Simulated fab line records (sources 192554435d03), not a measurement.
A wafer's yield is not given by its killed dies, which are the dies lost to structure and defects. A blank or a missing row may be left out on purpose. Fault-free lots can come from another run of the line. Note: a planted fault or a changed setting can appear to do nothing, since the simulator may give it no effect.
Check for tools in common || flow n5_finfet || 30 wafers sampled across 10 lots

THE REASON FOR OPENING IT
Of 10 lots, 2 have the reading M0_RS flagged at N5_BEOL_M0_RS_MEAS_126. Fault-free wafers read 0.525 ohm/sq, with a standard deviation of 0.018.
Rule: a lot is flagged when every wafer of it that has a number lies more than 4 standard deviations from that mean, or none has a number. All remaining lots are regarded as sound.

{"lot": "L428", "measured": "day 6 05:59", "on": "film_metro-02", "M0_RS (ohm/sq), wafer by wafer": "0.491 0.505 0.504", "flag": ""}
{"lot": "L435", "measured": "day 8 01:17", "on": "film_metro-01", "M0_RS (ohm/sq), wafer by wafer": "0.760 0.770 0.793", "flag": "FLAGGED"}
{"lot": "L436", "measured": "day 8 02:17", "on": "film_metro-02", "M0_RS (ohm/sq), wafer by wafer": "0.790 0.795 0.721", "flag": "FLAGGED"}
{"lot": "L441", "measured": "day 9 21:17", "on": "film_metro-02", "M0_RS (ohm/sq), wafer by wafer": "0.545 0.547 0.523", "flag": ""}
{"lot": "L443", "measured": "day 10 01:31", "on": "film_metro-01", "M0_RS (ohm/sq), wafer by wafer": "0.513 0.528 0.498", "flag": ""}
{"lot": "L445", "measured": "day 10 15:15", "on": "film_metro-02", "M0_RS (ohm/sq), wafer by wafer": "0.503 0.500 0.502", "flag": ""}
{"lot": "L446", "measured": "day 10 17:32", "on": "film_metro-01", "M0_RS (ohm/sq), wafer by wafer": "0.518 0.539 0.534", "flag": ""}
{"lot": "L447", "measured": "day 10 23:56", "on": "film_metro-01", "M0_RS (ohm/sq), wafer by wafer": "0.512 0.525 0.506", "flag": ""}
{"lot": "L448", "measured": "day 11 16:22", "on": "film_metro-02", "M0_RS (ohm/sq), wafer by wafer": "0.541 0.533 0.518", "flag": ""}
{"lot": "L449", "measured": "day 11 21:05", "on": "film_metro-02", "M0_RS (ohm/sq), wafer by wafer": "0.536 0.531 0.527", "flag": ""}
On average the flagged lots' numbers are 0.772 ohm/sq, which is +0.247 ohm/sq against the usual, or +14 standard deviations.

TOOL THAT RAN EACH LOT
The record holds 3 process steps before the reading, out of a route of 1938 steps. In each cell: the tool, then ch and the chambers that the sampled wafers went through, then the start.
{"lot": "L428", "flag": "", "N5_BEOL_M0_SAQP_ILD_DEP_01": "pecvd-02 ch 0,1,2, day 5 16:30", "N5_BEOL_M0_ANNEAL_117": "pvd_sputter-02, day 6 04:38", "N5_BEOL_M0_SPUTTER_141": "pvd_sputter-02, day 6 04:55"}
{"lot": "L435", "flag": "FLAGGED", "N5_BEOL_M0_SAQP_ILD_DEP_01": "pecvd-02 ch 1,2, day 7 13:11", "N5_BEOL_M0_ANNEAL_117": "pvd_sputter-02, day 7 23:43", "N5_BEOL_M0_SPUTTER_141": "pvd_sputter-02, day 7 23:59"}
{"lot": "L436", "flag": "FLAGGED", "N5_BEOL_M0_SAQP_ILD_DEP_01": "pecvd-02 ch 0,2, day 7 16:10", "N5_BEOL_M0_ANNEAL_117": "pvd_sputter-03, day 8 00:57", "N5_BEOL_M0_SPUTTER_141": "pvd_sputter-03, day 8 01:14"}
{"lot": "L441", "flag": "", "N5_BEOL_M0_SAQP_ILD_DEP_01": "pecvd-04 ch 0,1,2, day 9 09:32", "N5_BEOL_M0_ANNEAL_117": "pvd_sputter-03, day 9 19:47", "N5_BEOL_M0_SPUTTER_141": "pvd_sputter-03, day 9 20:04"}
{"lot": "L443", "flag": "", "N5_BEOL_M0_SAQP_ILD_DEP_01": "pecvd-04 ch 1,2, day 9 12:33", "N5_BEOL_M0_ANNEAL_117": "pvd_sputter-01, day 10 00:11", "N5_BEOL_M0_SPUTTER_141": "pvd_sputter-01, day 10 00:28"}
{"lot": "L445", "flag": "", "N5_BEOL_M0_SAQP_ILD_DEP_01": "pecvd-04 ch 0,1, day 10 00:52", "N5_BEOL_M0_ANNEAL_117": "pvd_sputter-03, day 10 13:25", "N5_BEOL_M0_SPUTTER_141": "pvd_sputter-03, day 10 13:42"}
{"lot": "L446", "flag": "", "N5_BEOL_M0_SAQP_ILD_DEP_01": "pecvd-04 ch 0,2, day 10 04:29", "N5_BEOL_M0_ANNEAL_117": "pvd_sputter-01, day 10 15:35", "N5_BEOL_M0_SPUTTER_141": "pvd_sputter-01, day 10 15:52"}
{"lot": "L447", "flag": "", "N5_BEOL_M0_SAQP_ILD_DEP_01": "pecvd-02 ch 0,1,2, day 10 08:25", "N5_BEOL_M0_ANNEAL_117": "pvd_sputter-02, day 10 22:36", "N5_BEOL_M0_SPUTTER_141": "pvd_sputter-02, day 10 22:53"}
{"lot": "L448", "flag": "", "N5_BEOL_M0_SAQP_ILD_DEP_01": "pecvd-02 ch 0,1, day 10 23:27", "N5_BEOL_M0_ANNEAL_117": "pvd_sputter-01, day 11 14:40", "N5_BEOL_M0_SPUTTER_141": "pvd_sputter-01, day 11 14:57"}
{"lot": "L449", "flag": "", "N5_BEOL_M0_SAQP_ILD_DEP_01": "pecvd-02 ch 0,1, day 11 02:28", "N5_BEOL_M0_ANNEAL_117": "pvd_sputter-01, day 11 19:45", "N5_BEOL_M0_SPUTTER_141": "pvd_sputter-01, day 11 20:02"}
What these steps do:
- N5_BEOL_M0_SAQP_ILD_DEP_01: deposits SiOC from DEMS/O2, target thk 45.419 nm, time 8.7 s.
- N5_BEOL_M0_ANNEAL_117: time 60 s.
- N5_BEOL_M0_SPUTTER_141: material Cu, target thk 4 nm, time 7.37 s.
- N5_BEOL_M0_RS_MEAS_126: measures by four-point-probe.

FLAGGED OVER TOTAL, TOOL BY TOOL (the gauges that took the reading come last)
{"step": "N5_BEOL_M0_SAQP_ILD_DEP_01", "tool": "pecvd-02", "lots run": 6, "flagged": 2, "share of the flagged lots": "all", "sound lots run after its first flagged lot": "3 (L447,L448,L449)"}
{"step": "N5_BEOL_M0_SAQP_ILD_DEP_01", "tool": "pecvd-04", "lots run": 4, "flagged": 0, "share of the flagged lots": "none", "sound lots run after its first flagged lot": "-"}
{"step": "N5_BEOL_M0_ANNEAL_117", "tool": "pvd_sputter-01", "lots run": 4, "flagged": 0, "share of the flagged lots": "none", "sound lots run after its first flagged lot": "-"}
{"step": "N5_BEOL_M0_ANNEAL_117", "tool": "pvd_sputter-02", "lots run": 3, "flagged": 1, "share of the flagged lots": "some", "sound lots run after its first flagged lot": "1 (L447)"}
{"step": "N5_BEOL_M0_ANNEAL_117", "tool": "pvd_sputter-03", "lots run": 3, "flagged": 1, "share of the flagged lots": "some", "sound lots run after its first flagged lot": "2 (L441,L445)"}
{"step": "N5_BEOL_M0_SPUTTER_141", "tool": "pvd_sputter-01", "lots run": 4, "flagged": 0, "share of the flagged lots": "none", "sound lots run after its first flagged lot": "-"}
{"step": "N5_BEOL_M0_SPUTTER_141", "tool": "pvd_sputter-02", "lots run": 3, "flagged": 1, "share of the flagged lots": "some", "sound lots run after its first flagged lot": "1 (L447)"}
{"step": "N5_BEOL_M0_SPUTTER_141", "tool": "pvd_sputter-03", "lots run": 3, "flagged": 1, "share of the flagged lots": "some", "sound lots run after its first flagged lot": "2 (L441,L445)"}
{"step": "N5_BEOL_M0_RS_MEAS_126", "tool": "film_metro-01", "lots run": 4, "flagged": 1, "share of the flagged lots": "some", "sound lots run after its first flagged lot": "3 (L443,L446,L447)"}
{"step": "N5_BEOL_M0_RS_MEAS_126", "tool": "film_metro-02", "lots run": 6, "flagged": 1, "share of the flagged lots": "some", "sound lots run after its first flagged lot": "4 (L441,L445,L448,L449)"}

WHAT THE TABLE PERMITS
All flagged lots share 1 row of the table, namely pecvd-02 at N5_BEOL_M0_SAQP_ILD_DEP_01.
- pecvd-02 at N5_BEOL_M0_SAQP_ILD_DEP_01 ran 6 lots, 2 of them flagged. Sound lots ran on it after the first flagged one (L447, L448, L449), which a lasting fault on the whole tool wouldn't allow.
No row of the table ran every flagged lot and no sound lot after the first.

WHAT THE SIMULATOR HAD PUT IN
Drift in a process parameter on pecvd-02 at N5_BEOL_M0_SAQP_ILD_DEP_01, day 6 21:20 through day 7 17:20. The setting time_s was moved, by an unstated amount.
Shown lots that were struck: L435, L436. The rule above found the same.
